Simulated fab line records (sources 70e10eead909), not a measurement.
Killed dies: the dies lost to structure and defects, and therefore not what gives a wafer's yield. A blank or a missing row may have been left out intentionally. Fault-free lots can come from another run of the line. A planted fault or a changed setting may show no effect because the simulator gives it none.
Which of the tools did it? | flow nandHarc | 14 lots with 42 wafers sampled at 3 steps, on a route of 1302 steps

## WHAT THE GAUGES SHOWED, per wafer
NHARC_A_BONDPAD_THK_MEAS_30: measures by ellipsometry.
lot  | measured     | on           | thkNm (nm)
L341 | day 23 14:41 | filmMetro-01 | 200.7 199.8 200.5
L345 | day 24 08:43 | filmMetro-02 | 201.9 198.5 199.9
L346 | day 24 08:51 | filmMetro-01 | 197.9 200.6 202.0
L347 | day 25 05:54 | filmMetro-01 | 199.0 198.2 199.1
L348 | day 26 15:45 | filmMetro-01 | 200.0 200.4 201.8
L349 | day 26 12:03 | filmMetro-02 | 197.8 198.3 199.6
L350 | day 27 00:42 | filmMetro-01 | 196.8 197.6 199.1
L351 | day 28 02:25 | filmMetro-02 | 200.1 200.6 197.6
L354 | day 28 09:47 | filmMetro-02 | 200.1 199.6 196.9
L353 | day 28 05:09 | filmMetro-01 | 199.1 200.1 200.0
L352 | day 28 08:00 | filmMetro-01 | 199.7 199.3 199.7
L360 | day 31 06:32 | filmMetro-02 | 199.7 198.0 198.4
L363 | day 32 00:50 | filmMetro-02 | 199.5 198.6 199.5
L364 | day 32 19:51 | filmMetro-02 | 196.7 196.9 200.1

NHARC_END_SORT_01.
lot  | measured     | on        | killedAtArray | killedAtOther | killedAtPeriphery | killedDies  | killedOpen | killedShort
L363 | day 33 11:11 | prober-02 | 135 142 138   | 0 0 0         | 2 2 3             | 137 144 141 | 1 4 3      | 1 2 1
L364 | day 34 02:04 | prober-01 | 148 128 104   | 1 1 1         | 1 6 4             | 150 135 109 | 2 4 4      | 2 2 1

## TOOL THAT RAN EACH LOT (tool first, then ch and the chambers of the sampled wafers, then the start)
lot  | NHARC_A_CHANNEL_FILL_D1_STRIP_28
L341 | rieDiel-09 ch 0,1, day 10 12:35
L345 | rieDiel-09 ch 1,2,3, day 11 14:26
L346 | rieDiel-09 ch 0,2, day 11 21:45
L347 | rieDiel-09 ch 2,3, day 12 09:32
L348 | rieDiel-09 ch 1,2, day 13 05:08
L349 | rieDiel-12 ch 0,2,3, day 13 05:09
L350 | rieDiel-12 ch 0,1,3, day 13 18:14
L351 | rieDiel-09 ch 0,1,2, day 14 06:26
L354 | rieDiel-13 ch 0,3, day 14 18:59
L353 | rieDiel-12 ch 1,2, day 14 18:59
L352 | rieDiel-09 ch 0,1, day 14 18:59
L360 | rieDiel-13 ch 0,2,3, day 18 00:22
L363 | rieDiel-09 ch 0,1,2, day 18 23:05
L364 | rieDiel-09 ch 0,2,3, day 19 19:41
- NHARC_A_CHANNEL_FILL_D1_STRIP_28: strips in O2, time 20 s.

## WHAT THE TOOLS THEMSELVES READ (means of the sampled wafers that have a number; where no wafer has one, the mark that the record gives instead)
NHARC_A_CHANNEL_FILL_D1_STRIP_28.
lot  | tool       | drypumpMotorCurrentA (A) | oesProductAu (a.u.) | rfVppV (V) | showerheadPlenumPTorr (Torr) | throttleValvePct (%)
L341 | rieDiel-09 | 5.9                      | 0.990               | 58.8       | 3.57                         | 17.047
L345 | rieDiel-09 | 5.7                      | 0.990               | 58.1       | 3.48                         | 17.041
L346 | rieDiel-09 | 6.0                      | 0.998               | 57.3       | 3.68                         | 17.037
L347 | rieDiel-09 | 5.7                      | 1.000               | 58.4       | 3.54                         | 17.038
L348 | rieDiel-09 | 5.5                      | 0.999               | 57.1       | 3.43                         | 17.038
L349 | rieDiel-12 | 5.8                      | 0.992               | 58.3       | 3.56                         | 17.043
L350 | rieDiel-12 | 5.8                      | 0.996               | 57.4       | 3.44                         | 17.030
L351 | rieDiel-09 | 5.8                      | 1.006               | 57.6       | 3.55                         | 17.033
L354 | rieDiel-13 | 6.1                      | 1.002               | 57.5       | 3.44                         | 17.035
L353 | rieDiel-12 | 5.4                      | 1.003               | 58.7       | 3.59                         | 17.033
L352 | rieDiel-09 | 5.7                      | 0.992               | 58.7       | 3.44                         | 17.040
L360 | rieDiel-13 | 5.8                      | 1.001               | 57.9       | 3.50                         | 17.031
L363 | rieDiel-09 | 5.8                      | 1.002               | 57.2       | 3.55                         | 17.033
L364 | rieDiel-09 | 5.9                      | 0.992               | 57.3       | 3.60                         | 17.036

## THE ANSWER, worked out from the rows above alone
Rule: usual is defined by the lots themselves. The widest of any qualifying gaps counts: lots, ordered by their means at a reading, are off when they make up no more than a third of the lots, leave a main group of 4 or more, and stand apart from it by 3 or more times the standard deviation of that group's means. A main group whose means are all the same, to the digits that the tables above print for the reading, isn't used. Also off: a lot with no number at a reading for which 4 or more lots have one. All remaining lots with rows at the step are treated as sound. After the gauges, taken in route order, come the tools' own readings; for these a lot's mean is taken, as printed above. At the first step where some lot is off, the reading lying furthest off is the one used; lots without a number count as furthest.
No lot is off at any reading shown: from this, nothing can be told.

## WHAT WAS PUT IN BY THE SIMULATOR
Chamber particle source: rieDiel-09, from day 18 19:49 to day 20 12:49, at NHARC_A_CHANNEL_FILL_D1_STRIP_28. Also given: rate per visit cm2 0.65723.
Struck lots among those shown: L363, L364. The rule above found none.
